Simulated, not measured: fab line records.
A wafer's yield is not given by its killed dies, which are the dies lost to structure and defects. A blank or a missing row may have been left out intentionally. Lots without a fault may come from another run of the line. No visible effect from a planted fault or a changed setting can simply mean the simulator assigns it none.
fab line records + flow n5_finfet
record
- lots=7
- wafers=39
route steps=1938 shown ZERO_LAYER@4 FIN_SAQP@125 HKMG_FIN@435 MOL_CONTACT_COAG@532 BEOL_M0_SAQP@695 BEOL_M2@890 BEOL_M5@1129 BEOL_M6@1251 BEOL_M9@1419 BEOL_M11@1536 BEOL_M13@1673 MIM_TOP@1835 PASSIVATION@1936
start_h: hours from the record's first day to the start of the lot's first wafer shown + wait_h: hours from the lot's prior step to this one + " unchanged from the row above + L1.1+2: one row covering several wafers at once + - value missing, or start not given + * or withheld: withheld + < > ~ a bound
route shown NAME@n: a module of which the file shows steps, and the number in the route of the first + usual: mean/standard deviation taken from wafers without a fault + same: alike in all rows + chamber/n: place in a boat + sites: each site's reading + _std_site: the standard deviation of these + _edge_site: mean of outer sites minus mean of inner sites + radius_mm: how far each site lies from the wafer's centre + mask NAME#n: copy n + behind: the last tool/chamber to shape the wafer + hold: why the lot was held/for how many hours/how that ended + device: whichever transistor did not switch (one of n, p or np) + end of line: tests of these same wafers at the route's end + where a step has no rows: the recipe by itself + killed: at the first sort, the dies lost to defects and structure; wafer yield is something else + map: dies across one wafer; x = killed, . = not, _ = none there
set.NAME: the run value of the setting; set.NAME@STEP: its run value at that earlier step + model.NAME: the simulator's own value behind a step, which no gauge read
lots run with intentionally changed settings; tables by step, rows by wafer
## steps
# step N5_ZERO_LAYER_PECVD_02
# recipe
- material=SiO2
- target_thk_a=100
- temp_c=400
- precursor=SiH4/N2O
- pressure_torr=0.75
- rf_w=275
- time_s=6
# step N5_FIN_SAQP_SPACER1_ALD_24
# recipe
- material=SiO2
- target_thk_a=203
- temp_c=300
- ald_precursor_family=BDEAS
- ald_co_reactant=O2-plasma
- pulse_time_s=1
- purge_time_s=2
- co_reactant_purge_time_s=2
- ald_cycles=218
- pressure_torr=2
# step N5_HKMG_FIN_ETCH_32
# recipe
- chemistry=N2/H2
- target=SOC
- target_depth_a=2400
- temp_c=40
- time_s=300
- ion_energy_ev=200
- mask_material=SiARC
- pressure_mtorr=30
- source_w=840
- bias_w=150
- n2_flow_sccm=200
- h2_flow_sccm=200
# step N5_MOL_CONTACT_COAG_ETCH_106
# recipe
- chemistry=N2/H2
- target=SOC
- target_depth_a=800
- overetch_a=160
- mask_material=SiARC
- temp_c=40
- time_s=120
- ion_energy_ev=200
- pressure_mtorr=30
- source_w=840
- bias_w=150
- n2_flow_sccm=200
- h2_flow_sccm=200
# step N5_BEOL_M0_SAQP_CUT_ETCH_46
# recipe
- chemistry=N2/H2
- target=SOC
- target_depth_a=1350
- overetch_a=270
- temp_c=40
- time_s=202.5
- ion_energy_ev=200
- mask_material=SiARC
- pressure_mtorr=30
- source_w=840
- bias_w=150
- n2_flow_sccm=200
- h2_flow_sccm=200
# step N5_BEOL_M2_TRENCH_ETCH_37
# recipe
- chemistry=C4F6/O2
- target_depth_a=555.55
- target=SiOC
- time_s=29.2
- ion_energy_ev=250
- pressure_mtorr=30
- source_w=355
- bias_w=185
- Ar_flow_sccm=300
- C4F6_flow_sccm=10
- O2_flow_sccm=10
# step N5_BEOL_M2_SPUTTER_92
# recipe
- material=Cu
- target_thk_a=45
- temp_c=-20
- chamber_pressure_pa=0.07
- power_w=withheld
- time_s=8.29
# step N5_BEOL_M5_DESCUM_16
# recipe
- chemistry=O2
- time_s=7
- source_power_w=50
- bias_power_w=20
- pressure_mtorr=20
- rf_frequency_hz=2.712e+07
- temp_c=40
- resist=CAR-EUV
- o2_flow_sccm=225
# step N5_BEOL_M6_ALD_77
# recipe
- material=TaN
- target_thk_a=20
- temp_c=275
- ald_precursor_family=PDMAT
- ald_co_reactant=NH3
- pressure_torr=3
- carrier_flow_sccm=1500
- pulse_time_s=2
- purge_time_s=3
- co_reactant_purge_time_s=2
- co_reactant_pulse_time_s=3
- ald_cycles=40
- precursor_vessel_temp_c=75
- precursor_vessel_pressure_torr=26.25
- precursor_vessel_carrier_sccm=1000
# step N5_BEOL_M9_ETCH_62
# recipe
- chemistry=N2/H2
- target=SOC
- target_depth_a=1100
- overetch_a=220
- mask_material=SiARC
- temp_c=40
- time_s=165
- ion_energy_ev=200
- pressure_mtorr=30
- source_w=840
- bias_w=150
- n2_flow_sccm=200
- h2_flow_sccm=200
# step N5_BEOL_M11_ILD_DEP_00
# recipe
- material=SiCOH_lowk
- target_thk_a=3085.1
- temp_c=300
- precursor=DEMS/porogen
- pressure_torr=5
- rf_w=500
- time_s=58
# step N5_BEOL_M13_ETCH_59
# recipe
- chemistry=N2/H2
- target=BARC
- target_depth_a=890
- overetch_a=267
- time_s=67.9
- ion_energy_ev=200
- pressure_mtorr=30
- source_w=840
- bias_w=150
- n2_flow_sccm=200
- h2_flow_sccm=200
# step N5_MIM_TOP_ALD_01
# recipe
- material=HfO2
- target_thk_a=56
- temp_c=withheld
- ald_precursor_family=Hf-amide
- ald_co_reactant=O3
- pulse_time_s=1
- purge_time_s=3
- co_reactant_purge_time_s=2
- co_reactant_pulse_time_s=3
- ald_cycles=62
# step N5_PASSIVATION_PROBE_49
# usual
- killed_at_front_end=39/11
| lot.wafer | tool      | chamber | start_h | wait_h | set.time_s@ZERO_LAYER_PECVD_02 | set.ald_cycles@FIN_SAQP_SPACER1_ALD_24 | set.target_depth_a@HKMG_FIN_ETCH_32 | set.target_depth_a@MOL_CONTACT_COAG_ETCH_106 | set.target_depth_a@BEOL_M0_SAQP_CUT_ETCH_46 | set.time_s@BEOL_M2_TRENCH_ETCH_37 | set.target_thk_a@BEOL_M2_SPUTTER_92 | set.time_s@BEOL_M5_DESCUM_16 | set.ald_cycles@BEOL_M6_ALD_77 | set.target_depth_a@BEOL_M9_ETCH_62 | set.target_thk_a@BEOL_M11_ILD_DEP_00 | set.time_s@BEOL_M13_ETCH_59 | set.ald_cycles@MIM_TOP_ALD_01 | killed_at_front_end |
|-----------|-----------|---------|---------|--------|--------------------------------|----------------------------------------|-------------------------------------|----------------------------------------------|---------------------------------------------|-----------------------------------|-------------------------------------|------------------------------|-------------------------------|------------------------------------|--------------------------------------|-----------------------------|-------------------------------|---------------------|
| L079.1    | prober-01 | -       | 290.76  | 0.0    | 6                              | 218                                    | 2400                                | 800                                          | 1350                                        | 29.2                              | 45                                  | 7                            | 29                            | 1100                               | 1446                                 | 67.9                        | 62                            | 32                  |
| L079.2    | prober-01 | -       | 290.81  | 0.1    | 3.926                          | 318                                    | 2400                                | 800                                          | 2122                                        | 36.94                             | 45                                  | 7                            | 40                            | 1100                               | 3085.1                               | 67.9                        | 38                            | 1109                |
| L079.3    | prober-01 | -       | 290.86  | 0.1    | 6                              | 318                                    | 1935                                | 800                                          | 1350                                        | 36.94                             | 45                                  | 2.842                        | 40                            | 1100                               | 3085.1                               | 67.9                        | 62                            | 1104                |
| L079.4    | prober-01 | -       | 290.91  | 0.2    | 3.926                          | 218                                    | 2400                                | 800                                          | 1350                                        | 29.2                              | 45                                  | 2.842                        | 40                            | 1486                               | 1446                                 | 67.9                        | 38                            | 25                  |
| L079.5    | prober-01 | -       | 290.96  | 0.2    | 3.926                          | 318                                    | 1935                                | 800                                          | 2122                                        | 29.2                              | 45                                  | 7                            | 29                            | 1486                               | 3085.1                               | 67.9                        | 38                            | 1108                |
| L079.6    | prober-01 | -       | 291.01  | 0.3    | 6                              | 218                                    | 1935                                | 800                                          | 2122                                        | 36.94                             | 45                                  | 2.842                        | 29                            | 1486                               | 1446                                 | 67.9                        | 62                            | 38                  |
| L084.1    | prober-02 | -       | 334.00  | 0.0    | 6                              | 335                                    | 2400                                | 800                                          | 1350                                        | 35.64                             | 62.28                               | 7                            | 61                            | 1100                               | 3085.1                               | 67.9                        | 62                            | 1098                |
| L084.2    | prober-02 | -       | 334.05  | 0.1    | 6                              | 335                                    | 3749                                | 800                                          | 1350                                        | 29.2                              | 62.28                               | 7                            | 40                            | 1100                               | 3085.1                               | 67.9                        | 62                            | 1114                |
| L084.3    | prober-02 | -       | 334.10  | 0.1    | 6                              | 218                                    | 2400                                | 951.9                                        | 680.9                                       | 29.2                              | 62.28                               | 7                            | 61                            | 1100                               | 4494                                 | 67.9                        | 62                            | 38                  |
| L084.4    | prober-02 | -       | 334.15  | 0.2    | 6                              | 218                                    | 3749                                | 951.9                                        | 1350                                        | 35.64                             | 45                                  | 7                            | 40                            | 1100                               | 4494                                 | 67.9                        | 62                            | 32                  |
| L084.5    | prober-02 | -       | 334.20  | 0.2    | 6                              | 335                                    | 3749                                | 951.9                                        | 680.9                                       | 29.2                              | 45                                  | 7                            | 40                            | 1100                               | 4494                                 | 67.9                        | 62                            | 1106                |
| L084.6    | prober-02 | -       | 334.25  | 0.3    | 6                              | 218                                    | 2400                                | 800                                          | 680.9                                       | 35.64                             | 45                                  | 7                            | 61                            | 1100                               | 3085.1                               | 67.9                        | 62                            | 44                  |
| L089.1    | prober-02 | -       | 356.71  | 0.0    | 6                              | 218                                    | 2400                                | 800                                          | 1554                                        | 29.2                              | 35.04                               | 5.46                         | 40                            | 642.2                              | 3085.1                               | 49.08                       | 62                            | 34                  |
| L089.2    | prober-02 | -       | 356.76  | 0.1    | 6                              | 252                                    | 3120                                | 1037                                         | 1350                                        | 29.2                              | 45                                  | 5.46                         | 50                            | 642.2                              | 1785                                 | 67.9                        | 62                            | 884                 |
| L089.3    | prober-02 | -       | 356.81  | 0.1    | 6                              | 252                                    | 3120                                | 800                                          | 1554                                        | 29.2                              | 35.04                               | 7                            | 50                            | 1100                               | 3085.1                               | 49.08                       | 62                            | 950                 |
| L089.4    | prober-02 | -       | 356.86  | 0.2    | 6                              | 252                                    | 2400                                | 800                                          | 1350                                        | 29.2                              | 45                                  | 7                            | 50                            | 642.2                              | 1785                                 | 49.08                       | 82                            | 901                 |
| L089.5    | prober-02 | -       | 356.91  | 0.2    | 6                              | 218                                    | 3120                                | 1037                                         | 1350                                        | 29.2                              | 35.04                               | 7                            | 40                            | 1100                               | 1785                                 | 67.9                        | 82                            | 42                  |
| L089.6    | prober-02 | -       | 356.96  | 0.3    | 6                              | 218                                    | 2400                                | 1037                                         | 1554                                        | 29.2                              | 45                                  | 5.46                         | 40                            | 1100                               | 3085.1                               | 67.9                        | 82                            | 49                  |
| L088.1    | prober-02 | -       | 358.78  | 0.3    | 4.814                          | 218                                    | 2400                                | 800                                          | 1350                                        | 20.93                             | 22.1                                | 11                           | 40                            | 626.5                              | 3085.1                               | 67.9                        | 62                            | 26                  |
| L088.2    | prober-02 | -       | 358.83  | 0.4    | 4.814                          | 218                                    | 2400                                | 800                                          | 1350                                        | 29.2                              | 45                                  | 7                            | 21                            | 626.5                              | 3085.1                               | 45.11                       | 62                            | 46                  |
| L088.3    | prober-02 | -       | 358.88  | 0.4    | 6                              | 218                                    | 2400                                | 800                                          | 1350                                        | 20.93                             | 45                                  | 11                           | 40                            | 1100                               | 3085.1                               | 45.11                       | 89                            | 42                  |
| L088.4    | prober-02 | -       | 358.93  | 0.5    | 6                              | 218                                    | 2400                                | 407.7                                        | 1350                                        | 29.2                              | 22.1                                | 7                            | 40                            | 1100                               | 3085.1                               | 45.11                       | 62                            | 43                  |
| L088.5    | prober-02 | -       | 358.98  | 0.5    | 6                              | 218                                    | 2400                                | 407.7                                        | 1350                                        | 29.2                              | 45                                  | 11                           | 21                            | 626.5                              | 3085.1                               | 67.9                        | 89                            | 34                  |
| L088.6    | prober-02 | -       | 359.03  | 0.6    | 4.814                          | 218                                    | 2400                                | 407.7                                        | 1350                                        | 20.93                             | 22.1                                | 7                            | 21                            | 1100                               | 3085.1                               | 67.9                        | 89                            | 26                  |
| L092.1    | prober-01 | -       | 372.84  | 0.0    | 6                              | 218                                    | 2400                                | 1017                                         | 2088                                        | 24.16                             | 27.69                               | 7                            | 26                            | 1339                               | 3085.1                               | 67.9                        | 32                            | 28                  |
| L092.2    | prober-01 | -       | 372.89  | 0.1    | 6                              | 218                                    | 2400                                | 800                                          | 1350                                        | 29.2                              | 45                                  | 7                            | 40                            | 1339                               | 3085.1                               | 67.9                        | 32                            | 31                  |
| L092.3    | prober-01 | -       | 372.94  | 0.1    | 6                              | 218                                    | 1221                                | 800                                          | 1350                                        | 29.2                              | 27.69                               | 7                            | 40                            | 1100                               | 3085.1                               | 67.9                        | 62                            | 26                  |
| L092.4    | prober-01 | -       | 372.99  | 0.2    | 6                              | 254                                    | 1221                                | 1017                                         | 1350                                        | 24.16                             | 45                                  | 5.558                        | 26                            | 1339                               | 3085.1                               | 67.9                        | 62                            | 1025                |
| L092.5    | prober-01 | -       | 373.04  | 0.2    | 6                              | 254                                    | 2400                                | 1017                                         | 2088                                        | 29.2                              | 45                                  | 5.558                        | 26                            | 1100                               | 3085.1                               | 67.9                        | 32                            | 1039                |
| L092.6    | prober-01 | -       | 373.09  | 0.3    | 6                              | 254                                    | 1221                                | 800                                          | 2088                                        | 24.16                             | 27.69                               | 5.558                        | 40                            | 1100                               | 3085.1                               | 67.9                        | 62                            | 1030                |
| L094.1    | prober-01 | -       | 375.52  | 0.0    | 6                              | 218                                    | 2400                                | 800                                          | 1350                                        | 29.2                              | 45                                  | 7                            | 40                            | 1100                               | 3085.1                               | 67.9                        | 62                            | 47                  |
| L094.4    | prober-01 | -       | 375.67  | 0.2    | 6                              | 218                                    | 2400                                | 800                                          | 1350                                        | 29.2                              | 45                                  | 7                            | 40                            | 1100                               | 3085.1                               | 67.9                        | 62                            | 47                  |
| L094.6    | prober-01 | -       | 375.77  | 0.3    | 6                              | 218                                    | 2400                                | 800                                          | 1350                                        | 29.2                              | 45                                  | 7                            | 40                            | 1100                               | 3085.1                               | 67.9                        | 62                            | 37                  |
| L096.1    | prober-01 | -       | 391.29  | 0.0    | 6                              | 290                                    | 1964                                | 800                                          | 1350                                        | 29.2                              | 45                                  | 7                            | 40                            | 1514                               | 3085.1                               | 32.53                       | 62                            | 1133                |
| L096.2    | prober-01 | -       | 391.34  | 0.1    | 6                              | 218                                    | 2400                                | 800                                          | 1731                                        | 43.14                             | 45                                  | 4.267                        | 22                            | 1100                               | 2060                                 | 32.53                       | 62                            | 25                  |
| L096.3    | prober-01 | -       | 391.39  | 0.1    | 6                              | 218                                    | 1964                                | 800                                          | 1731                                        | 29.2                              | 45                                  | 4.267                        | 22                            | 1514                               | 3085.1                               | 67.9                        | 43                            | 35                  |
| L096.4    | prober-01 | -       | 391.44  | 0.2    | 6                              | 290                                    | 2400                                | 800                                          | 1350                                        | 43.14                             | 45                                  | 4.267                        | 40                            | 1514                               | 2060                                 | 67.9                        | 43                            | 1116                |
| L096.5    | prober-01 | -       | 391.49  | 0.2    | 6                              | 290                                    | 2400                                | 800                                          | 1731                                        | 29.2                              | 45                                  | 7                            | 40                            | 1100                               | 2060                                 | 32.53                       | 43                            | 1119                |
| L096.6    | prober-01 | -       | 391.54  | 0.3    | 6                              | 218                                    | 1964                                | 800                                          | 1350                                        | 43.14                             | 45                                  | 7                            | 22                            | 1100                               | 3085.1                               | 67.9                        | 62                            | 34                  |
# killed by level:class
L079.1 BEOL_M11:area_dep=1090 FIN_SAQP:geometric_particle:short=9 FIN_SAQP:geometric_particle:open=6 MOL_CONTACT_COAG:geometric_particle:open=6 BEOL_M1:geometric_particle:open=6 BEOL_M0_SAQP:geometric_particle:open=5 STARTING-WAFER:geometric_particle:short=4 GATE_CUT:geometric_particle:short=4
L079.2 FIN_SAQP:area_ald=1087 MOL_CONTACT_COAG:geometric_particle:open=11 BEOL_M1:geometric_particle:open=10 MOL_CONTACT_COAG:geometric_particle:short=7 BEOL_M0_SAQP:geometric_particle:open=7 BEOL_M4:geometric_particle:open=6 BEOL_M3:geometric_particle:open=5 STARTING-WAFER:geometric_particle:open=5
L079.3 FIN_SAQP:area_ald=1081 MOL_CONTACT_COAG:geometric_particle:open=13 BEOL_M2:geometric_particle:open=8 BEOL_M0_SAQP:geometric_particle:open=7 BEOL_M3:geometric_particle:open=7 BEOL_M4:geometric_particle:open=6 DUMMY_GATE:geometric_particle:open=5 BEOL_M5:geometric_particle:open=5
L079.4 BEOL_M11:area_dep=1088 BEOL_M4:geometric_particle:open=8 STI_FIN_REVEAL:geometric_particle:open=6 BEOL_M0:geometric_particle:short=5 MOL_CONTACT_COAG:geometric_particle:short=4 BEOL_M1:geometric_particle:open=4 STARTING-WAFER:geometric_particle:short=4 DUMMY_GATE:geometric_particle:open=3
L079.5 FIN_SAQP:area_ald=1084 MOL_CONTACT_COAG:geometric_particle:open=11 MOL_CONTACT_COAG:geometric_particle:short=8 BEOL_M4:geometric_particle:open=6 BEOL_M0_SAQP:geometric_particle:open=5 DUMMY_GATE:geometric_particle:open=4 BEOL_M0_SAQP:geometric_particle:short=4 BEOL_M1:geometric_particle:open=4
L079.6 BEOL_M11:area_dep=1067 FIN_SAQP:geometric_particle:open=12 MOL_CONTACT_COAG:geometric_particle:open=10 MOL_CONTACT_COAG:geometric_particle:short=10 FIN_SAQP:geometric_particle:short=7 STI_FIN_REVEAL:geometric_particle:open=7 BEOL_M1:geometric_particle:open=6 BEOL_M2:geometric_particle:open=6
L084.1 FIN_SAQP:area_ald=1068 BEOL_M0_SAQP:geometric_particle:open=14 BEOL_M0_SAQP:geometric_particle:short=13 STI_FIN_REVEAL:geometric_particle:open=10 MOL_CONTACT_COAG:geometric_particle:open=8 BEOL_M0:geometric_particle:open=7 FIN_SAQP:geometric_particle:open=6 BEOL_M2:geometric_particle:open=5
L084.2 FIN_SAQP:area_ald=1087 BEOL_M0_SAQP:geometric_particle:short=18 STI_FIN_REVEAL:geometric_particle:open=10 BEOL_M0:geometric_particle:open=10 BEOL_M0_SAQP:geometric_particle:open=7 MOL_CONTACT_COAG:geometric_particle:open=5 MOL_CONTACT_COAG:geometric_particle:short=4 BEOL_M2:geometric_particle:open=4
L084.3 BEOL_M11:area_etch=1064 BEOL_M0_SAQP:geometric_particle:short=17 MOL_CONTACT_COAG:geometric_particle:open=14 FIN_SAQP:geometric_particle:short=8 BEOL_M0_SAQP:geometric_particle:open=7 STARTING-WAFER:geometric_particle:open=7 BEOL_M0_SAQP:area_etch=7 STI_FIN_REVEAL:geometric_particle:open=5
L084.4 BEOL_M11:area_etch=1085 MOL_CONTACT_COAG:geometric_particle:open=14 STI_FIN_REVEAL:geometric_particle:open=11 BEOL_M4:geometric_particle:open=8 BEOL_M0_SAQP:geometric_particle:short=8 BEOL_M2:geometric_particle:open=7 DUMMY_GATE:geometric_particle:open=5 BEOL_M3:geometric_particle:open=5
L084.5 FIN_SAQP:area_ald=1072 BEOL_M0_SAQP:geometric_particle:open=14 MOL_CONTACT_COAG:geometric_particle:open=9 BEOL_M0_SAQP:geometric_particle:short=8 BEOL_M0:geometric_particle:open=8 STARTING-WAFER:geometric_particle:open=7 FIN_SAQP:geometric_particle:short=6 STI_FIN_REVEAL:geometric_particle:open=6
L084.6 STI_FIN_REVEAL:geometric_particle:open=13 BEOL_M0_SAQP:geometric_particle:short=12 FIN_SAQP:geometric_particle:short=10 BEOL_M0:geometric_particle:open=10 FIN_SAQP:geometric_particle:open=7 MOL_CONTACT_COAG:geometric_particle:open=7 BEOL_M0_SAQP:geometric_particle:open=7 BEOL_M5:geometric_particle:open=5
L089.1 BEOL_M9:area_etch=1074 BEOL_M1:geometric_particle:open=16 BEOL_M0_SAQP:geometric_particle:short=13 BEOL_M0_SAQP:geometric_particle:open=13 FIN_SAQP:geometric_particle:short=12 MOL_CONTACT_COAG:geometric_particle:open=11 BEOL_M2:geometric_particle:open=7 FIN_SAQP:geometric_particle:open=4
L089.2 FIN_SAQP:area_ald=842 BEOL_M9:area_etch=237 MOL_CONTACT_COAG:geometric_particle:open=14 BEOL_M0_SAQP:geometric_particle:short=11 STI_FIN_REVEAL:geometric_particle:open=8 BEOL_M0_SAQP:geometric_particle:open=8 FIN_SAQP:geometric_particle:short=7 BEOL_M1:geometric_particle:open=6
L089.3 FIN_SAQP:area_ald=914 FIN_SAQP:geometric_particle:short=10 MOL_CONTACT_COAG:geometric_particle:open=9 BEOL_M2:geometric_particle:open=8 BEOL_M1:geometric_particle:open=7 BEOL_M3:geometric_particle:open=7 STI_FIN_REVEAL:geometric_particle:open=5 FIN_SAQP:geometric_particle:open=4
L089.4 FIN_SAQP:area_ald=856 BEOL_M9:area_etch=224 FIN_SAQP:geometric_particle:short=13 BEOL_M0_SAQP:geometric_particle:short=9 BEOL_M1:geometric_particle:open=8 MOL_CONTACT_COAG:geometric_particle:open=7 BEOL_M2:geometric_particle:open=7 STI_FIN_REVEAL:geometric_particle:open=6
L089.5 BEOL_M11:area_dep=175 MOL_CONTACT_COAG:geometric_particle:open=13 STI_FIN_REVEAL:geometric_particle:open=11 FIN_SAQP:geometric_particle:short=10 BEOL_M3:geometric_particle:open=6 BEOL_M1:geometric_particle:open=6 GATE_CUT:geometric_particle:open=5 MOL_CONTACT_COAG:geometric_particle:short=5
L089.6 BEOL_M2:geometric_particle:open=18 FIN_SAQP:geometric_particle:short=12 BEOL_M3:geometric_particle:open=8 BEOL_M1:geometric_particle:open=7 GATE_CUT:geometric_particle:short=7 FIN_SAQP:geometric_particle:open=6 MOL_CONTACT_COAG:geometric_particle:open=6 BEOL_M0_SAQP:geometric_particle:open=6
L088.1 BEOL_M9:area_etch=1092 FIN_SAQP:geometric_particle:short=9 BEOL_M0:geometric_particle:open=9 BEOL_M0_SAQP:geometric_particle:open=6 MOL_CONTACT_COAG:geometric_particle:open=5 BEOL_M0_SAQP:geometric_particle:short=5 BEOL_M4:geometric_particle:open=5 BEOL_M1:geometric_particle:short=4
L088.2 BEOL_M9:area_etch=1055 BEOL_M0_SAQP:geometric_particle:open=12 MOL_CONTACT_COAG:geometric_particle:open=11 BEOL_M0_SAQP:geometric_particle:short=9 FIN_SAQP:geometric_particle:short=8 BEOL_M0:geometric_particle:open=7 BEOL_M2:geometric_particle:open=7 FIN_SAQP:geometric_particle:open=6
L088.3 BEOL_M2:area_ecd=125 BEOL_M4:geometric_particle:open=11 FIN_SAQP:geometric_particle:open=10 STI_FIN_REVEAL:geometric_particle:open=10 MOL_CONTACT_COAG:geometric_particle:open=10 BEOL_M0_SAQP:geometric_particle:open=8 FIN_SAQP:geometric_particle:short=6 MOL_CONTACT_COAG:geometric_particle:short=4
L088.4 MOL_CONTACT_COAG:area_etch=1066 MOL_CONTACT_COAG:geometric_particle:open=16 FIN_SAQP:geometric_particle:short=10 BEOL_M4:geometric_particle:open=9 STI_FIN_REVEAL:geometric_particle:open=8 GATE_CUT:geometric_particle:short=8 BEOL_M0:geometric_particle:open=6 FIN_SAQP:geometric_particle:open=5
L088.5 MOL_CONTACT_COAG:area_etch=1056 MOL_CONTACT_COAG:geometric_particle:open=16 FIN_SAQP:geometric_particle:short=13 BEOL_M0_SAQP:geometric_particle:short=10 BEOL_M0:geometric_particle:open=9 BEOL_M1:geometric_particle:open=8 BEOL_M4:geometric_particle:open=7 FIN_SAQP:geometric_particle:open=6
L088.6 MOL_CONTACT_COAG:area_etch=1084 BEOL_M4:geometric_particle:open=13 BEOL_M0_SAQP:geometric_particle:open=13 BEOL_M0_SAQP:geometric_particle:short=12 MOL_CONTACT_COAG:geometric_particle:open=9 FIN_SAQP:geometric_particle:short=6 FIN_SAQP:geometric_particle:open=5 BEOL_M1:geometric_particle:open=5
L092.1 MOL_CONTACT_COAG:geometric_particle:open=14 BEOL_M0_SAQP:geometric_particle:short=11 BEOL_M0_SAQP:geometric_particle:open=6 BEOL_M6:geometric_particle:open=6 STI_FIN_REVEAL:geometric_particle:open=5 GATE_CUT:geometric_particle:open=4 MOL_CONTACT_COAG:geometric_particle:short=4 BEOL_M2:geometric_particle:open=4
L092.2 BEOL_M0_SAQP:geometric_particle:open=19 BEOL_M0_SAQP:geometric_particle:short=13 MOL_CONTACT_COAG:geometric_particle:open=10 FIN_SAQP:geometric_particle:open=7 STI_FIN_REVEAL:geometric_particle:open=6 BEOL_M5:geometric_particle:open=5 FIN_SAQP:geometric_particle:short=4 BEOL_M3:geometric_particle:open=3
L092.3 MOL_CONTACT_COAG:geometric_particle:open=13 BEOL_M3:geometric_particle:open=12 BEOL_M0_SAQP:geometric_particle:open=7 STI_FIN_REVEAL:geometric_particle:open=6 GATE_CUT:geometric_particle:short=5 MOL_CONTACT_COAG:geometric_particle:short=5 BEOL_M4:geometric_particle:open=5 FIN_SAQP:geometric_particle:short=3
L092.4 FIN_SAQP:area_ald=998 MOL_CONTACT_COAG:geometric_particle:open=11 BEOL_M0_SAQP:geometric_particle:open=8 BEOL_M0_SAQP:geometric_particle:short=8 STI_FIN_REVEAL:geometric_particle:open=7 BEOL_M3:geometric_particle:open=5 FIN_SAQP:geometric_particle:open=4 BEOL_M2:geometric_particle:open=4
L092.5 FIN_SAQP:area_ald=1003 MOL_CONTACT_COAG:geometric_particle:open=11 STI_FIN_REVEAL:geometric_particle:open=9 BEOL_M4:geometric_particle:open=9 MOL_CONTACT_COAG:geometric_particle:short=7 FIN_SAQP:geometric_particle:short=5 FIN_SAQP:geometric_particle:open=5 BEOL_M0_SAQP:geometric_particle:open=5
L092.6 FIN_SAQP:area_ald=995 BEOL_M0_SAQP:geometric_particle:short=16 BEOL_M0_SAQP:geometric_particle:open=14 FIN_SAQP:geometric_particle:short=11 FIN_SAQP:geometric_particle:open=5 BEOL_M4:geometric_particle:open=5 STI_FIN_REVEAL:geometric_particle:open=4 GATE_CUT:geometric_particle:short=4
L094.1 FIN_SAQP:geometric_particle:open=11 FIN_SAQP:geometric_particle:short=11 BEOL_M2:geometric_particle:open=9 STI_FIN_REVEAL:geometric_particle:open=8 BEOL_M0_SAQP:geometric_particle:open=8 BEOL_M4:geometric_particle:open=8 BEOL_M1:geometric_particle:open=7 BEOL_M0_SAQP:geometric_particle:short=7
L094.4 BEOL_M1:geometric_particle:open=16 MOL_CONTACT_COAG:geometric_particle:open=15 FIN_SAQP:geometric_particle:short=13 BEOL_M3:geometric_particle:open=8 BEOL_M2:geometric_particle:open=7 BEOL_M4:geometric_particle:open=7 GATE_CUT:geometric_particle:short=5 PASS1_CAP:geometric_particle:open=4
L094.6 GATE_CUT:geometric_particle:short=7 MOL_CONTACT_COAG:geometric_particle:open=7 BEOL_M4:geometric_particle:open=7 BEOL_M2:geometric_particle:open=7 BEOL_M0_SAQP:geometric_particle:open=6 BEOL_M3:geometric_particle:open=6 FIN_SAQP:geometric_particle:short=5 FIN_SAQP:geometric_particle:open=4
L096.1 FIN_SAQP:area_ald=1097 STI_FIN_REVEAL:geometric_particle:open=13 BEOL_M4:geometric_particle:open=10 BEOL_M1:geometric_particle:open=9 BEOL_M5:geometric_particle:open=5 STI_FIN_REVEAL:geometric_particle:short=4 STARTING-WAFER:geometric_particle:short=4 BEOL_M3:geometric_particle:open=4
L096.2 BEOL_M13:area_etch=73 M6:area_ald=12 BEOL_M11:area_dep=9 MOL_CONTACT_COAG:geometric_particle:open=8 STI_FIN_REVEAL:geometric_particle:open=7 BEOL_M3:geometric_particle:open=5 FIN_SAQP:geometric_particle:short=4 BEOL_M0_SAQP:geometric_particle:open=3
L096.3 BEOL_M3:geometric_particle:open=12 M6:area_ald=11 STI_FIN_REVEAL:geometric_particle:open=8 FIN_SAQP:geometric_particle:short=6 MOL_CONTACT_COAG:geometric_particle:open=6 BEOL_M4:geometric_particle:open=5 BEOL_M5:geometric_particle:open=5 FIN_SAQP:geometric_particle:open=4
L096.4 FIN_SAQP:area_ald=1083 BEOL_M3:geometric_particle:open=14 BEOL_M1:geometric_particle:open=10 MOL_CONTACT_COAG:geometric_particle:open=10 DUMMY_GATE:geometric_particle:open=7 BEOL_M5:geometric_particle:open=6 STI_FIN_REVEAL:geometric_particle:open=5 BEOL_M0_SAQP:geometric_particle:open=4
L096.5 FIN_SAQP:area_ald=1076 BEOL_M3:geometric_particle:open=13 FIN_SAQP:geometric_particle:short=12 FIN_SAQP:geometric_particle:open=7 MOL_CONTACT_COAG:geometric_particle:open=7 BEOL_M0_SAQP:geometric_particle:open=6 BEOL_M1:geometric_particle:open=5 STI_FIN_REVEAL:geometric_particle:open=4
L096.6 M6:area_ald=17 BEOL_M3:geometric_particle:open=9 FIN_SAQP:geometric_particle:open=7 STI_FIN_REVEAL:geometric_particle:open=7 BEOL_M1:geometric_particle:open=7 FIN_SAQP:geometric_particle:short=6 MOL_CONTACT_COAG:geometric_particle:open=6 BEOL_M0_SAQP:geometric_particle:short=5
## key
split
- step=N5_ZERO_LAYER_PECVD_02
- setting=time_s
- stated_as=6
response none clear
split
- step=N5_FIN_SAQP_SPACER1_ALD_24
- setting=ald_cycles
- stated_as=218
response
- step=N5_PASSIVATION_PROBE_49
- reading=killed_at_front_end
- slope=+25.1
- per=1%
- together_with=all
- explained=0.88
split
- step=N5_HKMG_FIN_ETCH_32
- setting=target_depth_a
- stated_as=2400
response none clear
split
- step=N5_MOL_CONTACT_COAG_ETCH_106
- setting=target_depth_a
- stated_as=800
response none clear
split
- step=N5_BEOL_M0_SAQP_CUT_ETCH_46
- setting=target_depth_a
- stated_as=1350
response none clear
split
- step=N5_BEOL_M2_TRENCH_ETCH_37
- setting=time_s
- stated_as=29.2
response none clear
split
- step=N5_BEOL_M2_SPUTTER_92
- setting=target_thk_a
- stated_as=45
response none clear
split
- step=N5_BEOL_M5_DESCUM_16
- setting=time_s
- stated_as=7
response none clear
split
- step=N5_BEOL_M6_ALD_77
- setting=ald_cycles
- stated_as=40
response none clear
split
- step=N5_BEOL_M9_ETCH_62
- setting=target_depth_a
- stated_as=1100
response none clear
split
- step=N5_BEOL_M11_ILD_DEP_00
- setting=target_thk_a
- stated_as=3085.1
response none clear
split
- step=N5_BEOL_M13_ETCH_59
- setting=time_s
- stated_as=67.9
response none clear
split
- step=N5_MIM_TOP_ALD_01
- setting=ald_cycles
- stated_as=62
response none clear
